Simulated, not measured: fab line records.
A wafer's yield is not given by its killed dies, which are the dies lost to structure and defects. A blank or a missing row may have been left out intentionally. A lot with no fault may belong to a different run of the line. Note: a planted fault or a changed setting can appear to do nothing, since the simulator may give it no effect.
The same fault as seen by 2 desks ; flow n5 finfet ; numbers are kept per desk, each desk with only its own; the story behind them comes last

## THE METROLOGY DESK
What the gauges read, lot by lot, whatever tool the lot ran on: means of the sampled wafers that have a number. Marked OUT: a lot whose mean sits more than 4 standard deviations from the usual mean, which makes it out of limits; the brackets give that distance.
Columns: A = M5_ILD_THK at N5_BEOL_M5_THK_MEAS_01, usual 120.9 nm
lot;first seen here;A
L773;day 9 01:30;120.6
L774;day 9 01:46;123.5
L777;day 9 17:01;120.8
L778;day 9 17:19;118.8
L780;day 10 10:20;121.1
L785;day 11 11:33;123.4
L789;day 12 12:10;119.9
L788;day 12 13:27;120.6
L790;day 13 02:51;121.6
L793;day 13 16:10;122.5
L794;day 13 19:40;121.2
Finding of this desk: none of the 11 lots has anything out of limits.

## AT THE TOOL OWNER'S DESK: litho track-03
The tool's own readings at N5_BEOL_M5_COAT_74 (time 60 s, resist thk 5 nm): means of the sampled wafers that have a number, for each lot that ran on this tool. Marked OUT: a lot whose mean sits more than 4 standard deviations from the usual mean, which makes it out of limits; the brackets give that distance.
Columns: A = spin speed rpm at N5_BEOL_M5_COAT_74, usual 1499.9 rpm
lot;first seen here;A
L774;day 9 03:18;1498.2
L778;day 9 21:11;1500.3
L780;day 10 11:58;1451.1 (-50) OUT
L785;day 11 15:25;1449.9 (-51) OUT
This desk's verdict: out of limits on L780, L785, starting with L780 at day 10 11:58 (spin speed rpm at N5_BEOL_M5_COAT_74). L774, L778 stayed within limits.

## PUT TOGETHER
An alarm could have come from the tool owner's desk at day 10 11:58, on L780, L785.
At the metrology desk, nothing out of limits was observed.
The metrology desk holds a record of L780, L785, inside its limits.
All the named lots went through N5_BEOL_M5_COAT_74 on litho track-03.

## WHAT THE SIMULATOR HAD PUT IN
Process parameter drift: litho track-03, from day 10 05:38 on, at N5_BEOL_M5_COAT_74. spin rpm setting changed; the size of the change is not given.
Struck lots among those shown: L780, L785.
Time in hours from fault onset to the first out-of-limits reading at each desk: the tool owner's desk, 6.
